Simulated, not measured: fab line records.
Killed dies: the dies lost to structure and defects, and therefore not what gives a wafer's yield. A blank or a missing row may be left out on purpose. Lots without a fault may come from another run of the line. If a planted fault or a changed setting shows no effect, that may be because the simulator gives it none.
Matching of chambers :: flow n5_finfet :: 3 sister chambers for N5_BEOL_M8_PECVD_70 on pecvd-01
The step deposits SiO2 from TEOS/O2, target thk 20 nm, time 22.7 s. 14 wafers are shown with their chamber, then 7 later ones without.

## WAFERS PAIRED WITH THEIR CHAMBERS
wafer: L077.3
chamber: 1
throttle_valve_pct (%): 22.9
heater_power_w (W): 672
showerhead_plenum_p_Torr (Torr): 8.71

wafer: L077.5
chamber: 0
throttle_valve_pct (%): 22.7
heater_power_w (W): 675
showerhead_plenum_p_Torr (Torr): 8.76

wafer: L077.6
chamber: 1
throttle_valve_pct (%): 22.9
heater_power_w (W): 681
showerhead_plenum_p_Torr (Torr): 8.72

wafer: L079.4
chamber: 2
throttle_valve_pct (%): 22.1
heater_power_w (W): 722
showerhead_plenum_p_Torr (Torr): 8.72

wafer: L079.5
chamber: 0
throttle_valve_pct (%): 22.6
heater_power_w (W): 639
showerhead_plenum_p_Torr (Torr): 8.75

wafer: L079.6
chamber: 2
throttle_valve_pct (%): 22.1
heater_power_w (W): 718
showerhead_plenum_p_Torr (Torr): 8.73

wafer: L080.1
chamber: 0
throttle_valve_pct (%): 22.8
heater_power_w (W): 589
showerhead_plenum_p_Torr (Torr): 8.76

wafer: L080.3
chamber: 1
throttle_valve_pct (%): 23.0
heater_power_w (W): 625
showerhead_plenum_p_Torr (Torr): 8.70

wafer: L080.6
chamber: 0
throttle_valve_pct (%): 22.7
heater_power_w (W): 610
showerhead_plenum_p_Torr (Torr): 8.72

wafer: L085.2
chamber: 0
throttle_valve_pct (%): 22.9
heater_power_w (W): 634
showerhead_plenum_p_Torr (Torr): 8.76

wafer: L085.5
chamber: 0
throttle_valve_pct (%): 22.7
heater_power_w (W): 645
showerhead_plenum_p_Torr (Torr): 8.79

wafer: L085.6
chamber: 2
throttle_valve_pct (%): 22.0
heater_power_w (W): 823
showerhead_plenum_p_Torr (Torr): 8.69

wafer: L092.1
chamber: 0
throttle_valve_pct (%): 22.8
heater_power_w (W): 607
showerhead_plenum_p_Torr (Torr): 8.73

wafer: L092.2
chamber: 1
throttle_valve_pct (%): 22.8
heater_power_w (W): 677
showerhead_plenum_p_Torr (Torr): 8.72

SIGNATURES (averages over the wafers above)
reading: throttle_valve_pct
chamber 0: 22.743
chamber 1: 22.900
chamber 2: 22.067
scatter within a chamber: 0.0873

reading: heater_power_w
chamber 0: 628.43
chamber 1: 663.75
chamber 2: 754.33
scatter within a chamber: 35.8

reading: showerhead_plenum_p_Torr
chamber 0: 8.7529
chamber 1: 8.7125
chamber 2: 8.7133
scatter within a chamber: 0.0197
Rule: a wafer lies at a distance from a chamber equal to the root of the sum of squares, over the readings, of (its reading less the chamber's mean, divided by the reading's scatter). The wafer belongs to the nearest chamber; if the next one is less than 2 further off, it can't be placed. The scatter is the square root of a quotient: the sum, over the shown wafers, of each reading's squared deviation from its chamber's mean, divided by wafers minus chambers.

## WAFERS MISSING THEIR CHAMBER
wafer: L092.3
throttle_valve_pct (%): 22.3
heater_power_w (W): 719
showerhead_plenum_p_Torr (Torr): 8.72

wafer: L090.1
throttle_valve_pct (%): 22.9
heater_power_w (W): 690
showerhead_plenum_p_Torr (Torr): 8.75

wafer: L090.4
throttle_valve_pct (%): 23.3
heater_power_w (W): 615
showerhead_plenum_p_Torr (Torr): 8.71

wafer: L090.6
throttle_valve_pct (%): 22.7
heater_power_w (W): 704
showerhead_plenum_p_Torr (Torr): 8.72

wafer: L096.1
throttle_valve_pct (%): 22.8
heater_power_w (W): 657
showerhead_plenum_p_Torr (Torr): 8.76

wafer: L096.2
throttle_valve_pct (%): 22.1
heater_power_w (W): 739
showerhead_plenum_p_Torr (Torr): 8.69

wafer: L096.4
throttle_valve_pct (%): 22.3
heater_power_w (W): 741
showerhead_plenum_p_Torr (Torr): 8.69

## THE CHAMBER EACH PASSED THROUGH
wafer: L092.3
from the rows above: 2
in truth: 2

wafer: L090.1
from the rows above: can't be placed: 1 or 0
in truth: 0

wafer: L090.4
from the rows above: can't be placed: 1 or 0
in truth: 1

wafer: L090.6
from the rows above: can't be placed: 1 or 0
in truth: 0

wafer: L096.1
from the rows above: can't be placed: 0 or 1
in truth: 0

wafer: L096.2
from the rows above: 2
in truth: 2

wafer: L096.4
from the rows above: 2
in truth: 2
Correctly placed: 3 of 7. These rows do not allow placing 4 (true chamber among the candidates in 4). 0 placed wrongly.
